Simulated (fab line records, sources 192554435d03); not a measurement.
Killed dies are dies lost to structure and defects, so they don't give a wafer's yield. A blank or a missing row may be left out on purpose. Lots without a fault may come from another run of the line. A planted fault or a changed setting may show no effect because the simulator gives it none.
One fault seen from 2 desks | flow n5_finfet | each desk has only its own numbers; what lay behind them comes last

THE METROLOGY DESK
What the gauges read, lot by lot, whatever tool the lot ran on: means of the sampled wafers that have a number. A lot is out of limits, marked OUT, if its mean lies more than 4 standard deviations from the usual mean; the brackets give that distance. Of its 11 readings 7 are shown: those that lie furthest out on some lot.
Columns: A = VD_OVL at N5_MOL_CONTACT_COAG_OVL_MEAS_41, usual 0.0 nm; B = DIBL_P at N5_BEOL_M4_RC_MEAS_101, usual 36.4 mV/V; C = IOFF_P at N5_BEOL_M4_RC_MEAS_101, usual 0.21 nA/um; D = ION_N at N5_BEOL_M4_RC_MEAS_101, usual 680 uA/um; E = ION_P at N5_BEOL_M4_RC_MEAS_101, usual 465 uA/um; F = SS_P at N5_BEOL_M4_RC_MEAS_101, usual 73.2 mV/dec; G = VT_P at N5_BEOL_M4_RC_MEAS_101, usual -250 mV
lot  | first seen here | A    | B    | C    | D   | E   | F    | G
L275 | day 5 16:58     | 0.7  | 37.9 | 0.25 | 688 | 472 | 73.8 | -249
L276 | day 6 02:52     | -0.2 | 36.5 | 0.21 | 693 | 466 | 73.6 | -248
L277 | day 6 13:55     | 0.1  | 37.2 | 0.19 | 673 | 456 | 73.8 | -254
L278 | day 6 14:52     | -0.5 | 37.3 | 0.20 | 674 | 459 | 73.7 | -252
L280 | day 6 21:26     | 0.6  | 36.3 | 0.21 | 678 | 466 | 73.3 | -251
L284 | day 7 20:52     | -0.9 | 38.8 | 0.22 | 673 | 459 | 74.3 | -250
L285 | day 8 03:45     | -0.1 | 34.6 | 0.19 | 679 | 461 | 72.7 | -251
L291 | day 9 14:41     | -0.0 | 35.3 | 0.17 | 671 | 460 | 72.3 | -253
L293 | day 10 03:06    | -0.6 | 36.8 | 0.20 | 685 | 462 | 73.3 | -252
L296 | day 11 00:17    | -0.1 | 36.4 | 0.23 | 678 | 468 | 73.1 | -249
This desk's finding: nothing out of limits on any of the 10 lots.

THE TOOL OWNER'S DESK: litho_track-01
The tool's own readings at N5_MOL_CONTACT_COAG_COAT_64 (time 60 s, resist thk 10 nm): means of the sampled wafers that have a number, for each lot that ran on this tool. A lot is out of limits, marked OUT, if its mean lies more than 4 standard deviations from the usual mean; the brackets give that distance.
Columns: A = spin_speed_rpm at N5_MOL_CONTACT_COAG_COAT_64, usual 1500.1 rpm
lot  | first seen here | A
L275 | day 5 16:40     | 1499.3
L284 | day 7 20:25     | 1500.6
L291 | day 9 14:15     | 1591.6 (+95) OUT
L293 | day 10 02:40    | 1591.7 (+95) OUT
This desk's finding: out of limits on L291, L293; first on L291, day 9 14:15 (spin_speed_rpm at N5_MOL_CONTACT_COAG_COAT_64). In limits: L275, L284.

PUT TOGETHER
The tool owner's desk could have raised an alarm at day 9 14:15, on L291, L293.
The metrology desk saw nothing out of limits.
The metrology desk has L291, L293 on record, within its limits.
Of the lots named, all ran N5_MOL_CONTACT_COAG_COAT_64 on litho_track-01.

WHAT THE SIMULATOR HAD PUT IN
Process parameter drift: litho_track-01, from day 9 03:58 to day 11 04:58, at N5_MOL_CONTACT_COAG_COAT_64. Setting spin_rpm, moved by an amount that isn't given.
Lots struck among those shown: L291, L293.
Hours from the fault's start to each desk's first reading out of limits: the tool owner's desk, 10.
